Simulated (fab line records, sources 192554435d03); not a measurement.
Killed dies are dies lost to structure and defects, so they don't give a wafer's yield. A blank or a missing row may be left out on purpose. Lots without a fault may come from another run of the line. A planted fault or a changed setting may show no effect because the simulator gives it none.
Chamber matching | flow n5_finfet | N5_BEOL_M4_ETCH_63 on rie_diel-05: 4 sister chambers
The step etches SiARC in CF4, target depth 15.6 nm, time 26 s. 14 wafers are shown with their chamber, then 7 later ones without.

WAFERS WITH THEIR CHAMBER
wafer  | chamber | drypump_motor_current_A (A) | showerhead_plenum_p_Torr (Torr) | throttle_valve_pct (%)
L077.1 | 2       | 5.8                         | 2.20                            | 16.01
L077.4 | 0       | 6.3                         | 2.18                            | 15.45
L077.6 | 3       | 6.6                         | 2.21                            | 15.76
L080.1 | 1       | 5.4                         | 2.28                            | 15.30
L080.2 | 3       | 6.6                         | 2.21                            | 15.78
L080.3 | 0       | 6.3                         | 2.18                            | 15.46
L080.4 | 2       | 5.7                         | 2.19                            | 16.01
L080.5 | 2       | 5.8                         | 2.19                            | 16.02
L080.6 | 3       | 6.7                         | 2.21                            | 15.77
L090.1 | 3       | 6.6                         | 2.19                            | 15.85
L090.2 | 2       | 5.7                         | 2.18                            | 15.56
L090.3 | 0       | 6.3                         | 2.16                            | 15.55
L090.4 | 3       | 6.6                         | 2.19                            | 15.86
L090.5 | 2       | 5.7                         | 2.18                            | 15.56

SIGNATURES (means of the wafers above)
reading                  | chamber 0 | chamber 1 | chamber 2 | chamber 3 | scatter within a chamber
drypump_motor_current_A  | 6.300     | 5.400     | 5.740     | 6.620     | 0.0447
showerhead_plenum_p_Torr | 2.1733    | 2.2800    | 2.1880    | 2.2020    | 0.0101
throttle_valve_pct       | 15.4867   | 15.3000   | 15.8320   | 15.8040   | 0.162
Rule: a wafer's distance from a chamber is the root of the sum, over the readings, of the square of ((its reading less the chamber's mean) divided by the reading's scatter). The wafer belongs to the nearest chamber; if the next one is less than 2 further off, it can't be placed. The scatter: the root of (the sum of the squares of (reading less its chamber's mean) over the shown wafers, divided by (wafers less chambers)).

WAFERS WITHOUT THEIR CHAMBER
wafer  | drypump_motor_current_A (A) | showerhead_plenum_p_Torr (Torr) | throttle_valve_pct (%)
L090.6 | 6.3                         | 2.16                            | 15.53
L092.1 | 5.7                         | 2.18                            | 15.56
L092.2 | 6.6                         | 2.19                            | 15.85
L092.5 | 6.7                         | 2.20                            | 15.85
L089.1 | 5.7                         | 2.18                            | 15.56
L089.2 | 6.2                         | 2.16                            | 15.55
L089.3 | 6.6                         | 2.19                            | 15.84

WHICH CHAMBER EACH WENT THROUGH
wafer  | from the rows above | in truth
L090.6 | 0                   | 0
L092.1 | 2                   | 2
L092.2 | 3                   | 3
L092.5 | 3                   | 3
L089.1 | 2                   | 2
L089.2 | 0                   | 0
L089.3 | 3                   | 3
Placed correctly: 7 of 7. Can't be placed from these rows: 0. Placed wrongly: 0.
